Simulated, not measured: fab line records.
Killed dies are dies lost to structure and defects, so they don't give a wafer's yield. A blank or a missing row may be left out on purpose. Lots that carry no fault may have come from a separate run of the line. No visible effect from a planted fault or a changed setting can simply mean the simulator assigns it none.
Check for tools in common :: flow n5-finfet :: 27 wafers sampled across 9 lots

## REASON FOR OPENING
Flagged at N5_GATE_CUT_INSPECT_26: reading raw-defect-count, on 2 of 9 lots. No-fault wafers: 37, standard deviation 16.
Rule: a lot is flagged in two cases, either no wafer of it has a number, or all its wafers with numbers fall more than 4 standard deviations from that mean. The other lots count as sound.

lot: L332
measured: day 4 22:09
on: defect-inspect-01
raw-defect-count, wafer by wafer: 33 60 32
flag: 

lot: L335
measured: day 5 18:50
on: defect-inspect-02
raw-defect-count, wafer by wafer: 497 487 474
flag: FLAGGED

lot: L337
measured: day 6 06:40
on: defect-inspect-02
raw-defect-count, wafer by wafer: 508 539 477
flag: FLAGGED

lot: L345
measured: day 8 07:58
on: defect-inspect-02
raw-defect-count, wafer by wafer: 27 26 25
flag: 

lot: L346
measured: day 8 13:34
on: defect-inspect-02
raw-defect-count, wafer by wafer: 17 40 14
flag: 

lot: L347
measured: day 8 20:55
on: defect-inspect-01
raw-defect-count, wafer by wafer: 44 104 74
flag: 

lot: L350
measured: day 9 13:51
on: defect-inspect-01
raw-defect-count, wafer by wafer: 28 22 51
flag: 

lot: L352
measured: day 9 23:54
on: defect-inspect-01
raw-defect-count, wafer by wafer: 35 36 46
flag: 

lot: L353
measured: day 10 08:14
on: defect-inspect-02
raw-defect-count, wafer by wafer: 27 31 41
flag: 
Average over the flagged lots: 497; offset from the usual +460, equal to +29 standard deviations.

## LOT BY LOT: THE TOOL USED
Before the reading, the record contains 4 process steps out of a 1938-step route. Read each cell as the tool, then ch plus the chambers that the sampled wafers visited, then the start.
lot: L332
flag: 
N5_GATE_CUT_VAPOR_ETCH_48: rie-metal-03 ch 0, day 4 18:46
N5_GATE_CUT_VAPOR_ETCH_51: rie-metal-03 ch 0, day 4 18:50
N5_GATE_CUT_ALD_22: ald-sin-04 ch 0,2, day 4 19:32
N5_GATE_CUT_CMP_61: cmp-02 ch 0,1,2, day 4 21:55

lot: L335
flag: FLAGGED
N5_GATE_CUT_VAPOR_ETCH_48: rie-metal-01 ch 0,1, day 5 16:03
N5_GATE_CUT_VAPOR_ETCH_51: rie-metal-01 ch 0,1, day 5 16:07
N5_GATE_CUT_ALD_22: ald-sin-02 ch 0,3, day 5 16:18
N5_GATE_CUT_CMP_61: cmp-02 ch 0,1,3, day 5 18:36

lot: L337
flag: FLAGGED
N5_GATE_CUT_VAPOR_ETCH_48: rie-metal-02 ch 0,1, day 6 03:37
N5_GATE_CUT_VAPOR_ETCH_51: rie-metal-02 ch 0,1, day 6 03:41
N5_GATE_CUT_ALD_22: ald-sin-02 ch 0,1,3, day 6 03:53
N5_GATE_CUT_CMP_61: cmp-02 ch 0,1, day 6 06:11

lot: L345
flag: 
N5_GATE_CUT_VAPOR_ETCH_48: rie-metal-02 ch 0,1, day 8 05:01
N5_GATE_CUT_VAPOR_ETCH_51: rie-metal-02 ch 0,1, day 8 05:05
N5_GATE_CUT_ALD_22: ald-sin-02 ch 0,1,2, day 8 05:18
N5_GATE_CUT_CMP_61: cmp-03 ch 0,2,3, day 8 07:44

lot: L346
flag: 
N5_GATE_CUT_VAPOR_ETCH_48: rie-metal-02 ch 0,1, day 8 08:08
N5_GATE_CUT_VAPOR_ETCH_51: rie-metal-02 ch 0,1, day 8 08:12
N5_GATE_CUT_ALD_22: ald-sin-04 ch 0,2,3, day 8 11:02
N5_GATE_CUT_CMP_61: cmp-04 ch 0,2,3, day 8 13:20

lot: L347
flag: 
N5_GATE_CUT_VAPOR_ETCH_48: rie-metal-01 ch 0, day 8 17:19
N5_GATE_CUT_VAPOR_ETCH_51: rie-metal-01 ch 0, day 8 17:26
N5_GATE_CUT_ALD_22: ald-sin-04 ch 0,1,3, day 8 18:23
N5_GATE_CUT_CMP_61: cmp-04 ch 0,1,3, day 8 20:41

lot: L350
flag: 
N5_GATE_CUT_VAPOR_ETCH_48: rie-metal-02 ch 1, day 9 11:04
N5_GATE_CUT_VAPOR_ETCH_51: rie-metal-02 ch 1, day 9 11:07
N5_GATE_CUT_ALD_22: ald-sin-02 ch 0,1, day 9 11:19
N5_GATE_CUT_CMP_61: cmp-02 ch 0,1,3, day 9 13:39

lot: L352
flag: 
N5_GATE_CUT_VAPOR_ETCH_48: rie-metal-02 ch 0,1, day 9 21:07
N5_GATE_CUT_VAPOR_ETCH_51: rie-metal-02 ch 0,1, day 9 21:10
N5_GATE_CUT_ALD_22: ald-sin-02 ch 0,2,3, day 9 21:22
N5_GATE_CUT_CMP_61: cmp-02 ch 0,2,3, day 9 23:43

lot: L353
flag: 
N5_GATE_CUT_VAPOR_ETCH_48: rie-metal-03 ch 0,1, day 10 05:27
N5_GATE_CUT_VAPOR_ETCH_51: rie-metal-03 ch 0,1, day 10 05:31
N5_GATE_CUT_ALD_22: ald-sin-04 ch 0,2, day 10 05:42
N5_GATE_CUT_CMP_61: cmp-02 ch 2,3, day 10 08:00
What is done by these steps:
- N5_GATE_CUT_VAPOR_ETCH_48: etches TiN in BCl3/Cl2.
- N5_GATE_CUT_VAPOR_ETCH_51: etches HfO2 in BCl3/Cl2.
- N5_GATE_CUT_ALD_22: deposits SiNx, target thk 16 nm, pulse time 1 s, ald cycles 320.
- N5_GATE_CUT_CMP_61: polishes, stops on SiNx, t overpolish 3 s.
- N5_GATE_CUT_INSPECT_26: inspects for defects (darkfield).

## FLAGGED OVER TOTAL, TOOL BY TOOL (the gauges that took the reading come last)
step: N5_GATE_CUT_VAPOR_ETCH_48
tool: rie-metal-01
lots run: 2
flagged: 1
share of the flagged lots: some
sound lots run after its first flagged lot: 1 (L347)

step: N5_GATE_CUT_VAPOR_ETCH_48
tool: rie-metal-02
lots run: 5
flagged: 1
share of the flagged lots: some
sound lots run after its first flagged lot: 4 (L345,L346,L350,L352)

step: N5_GATE_CUT_VAPOR_ETCH_48
tool: rie-metal-03
lots run: 2
flagged: 0
share of the flagged lots: none
sound lots run after its first flagged lot: -

step: N5_GATE_CUT_VAPOR_ETCH_51
tool: rie-metal-01
lots run: 2
flagged: 1
share of the flagged lots: some
sound lots run after its first flagged lot: 1 (L347)

step: N5_GATE_CUT_VAPOR_ETCH_51
tool: rie-metal-02
lots run: 5
flagged: 1
share of the flagged lots: some
sound lots run after its first flagged lot: 4 (L345,L346,L350,L352)

step: N5_GATE_CUT_VAPOR_ETCH_51
tool: rie-metal-03
lots run: 2
flagged: 0
share of the flagged lots: none
sound lots run after its first flagged lot: -

step: N5_GATE_CUT_ALD_22
tool: ald-sin-02
lots run: 5
flagged: 2
share of the flagged lots: all
sound lots run after its first flagged lot: 3 (L345,L350,L352)

step: N5_GATE_CUT_ALD_22
tool: ald-sin-04
lots run: 4
flagged: 0
share of the flagged lots: none
sound lots run after its first flagged lot: -

step: N5_GATE_CUT_CMP_61
tool: cmp-02
lots run: 6
flagged: 2
share of the flagged lots: all
sound lots run after its first flagged lot: 3 (L350,L352,L353)

step: N5_GATE_CUT_CMP_61
tool: cmp-03
lots run: 1
flagged: 0
share of the flagged lots: none
sound lots run after its first flagged lot: -

step: N5_GATE_CUT_CMP_61
tool: cmp-04
lots run: 2
flagged: 0
share of the flagged lots: none
sound lots run after its first flagged lot: -

step: N5_GATE_CUT_INSPECT_26
tool: defect-inspect-01
lots run: 4
flagged: 0
share of the flagged lots: none
sound lots run after its first flagged lot: -

step: N5_GATE_CUT_INSPECT_26
tool: defect-inspect-02
lots run: 5
flagged: 2
share of the flagged lots: all
sound lots run after its first flagged lot: 3 (L345,L346,L353)

## WHAT IS ALLOWED BY THE TABLE
In the table, 3 rows ran each flagged lot (ald-sin-02 at N5_GATE_CUT_ALD_22; cmp-02 at N5_GATE_CUT_CMP_61; defect-inspect-02 at N5_GATE_CUT_INSPECT_26).
- ald-sin-02 at N5_GATE_CUT_ALD_22 ran 5 lots, 2 of them flagged. After the first flagged lot (L345, L350, L352), sound lots still ran on it; a lasting fault on the whole tool would not permit that.
- cmp-02 at N5_GATE_CUT_CMP_61 ran 6 lots, 2 of them flagged. After the first flagged lot (L350, L352, L353), sound lots still ran on it; a lasting fault on the whole tool would not permit that.
- defect-inspect-02 at N5_GATE_CUT_INSPECT_26 ran 5 lots, 2 of them flagged. After the first flagged lot (L345, L346, L353), sound lots still ran on it; a lasting fault on the whole tool would not permit that.
Not one row of the table ran every flagged lot while running no sound lot after the first.

## WHAT THE SIMULATOR PUT IN
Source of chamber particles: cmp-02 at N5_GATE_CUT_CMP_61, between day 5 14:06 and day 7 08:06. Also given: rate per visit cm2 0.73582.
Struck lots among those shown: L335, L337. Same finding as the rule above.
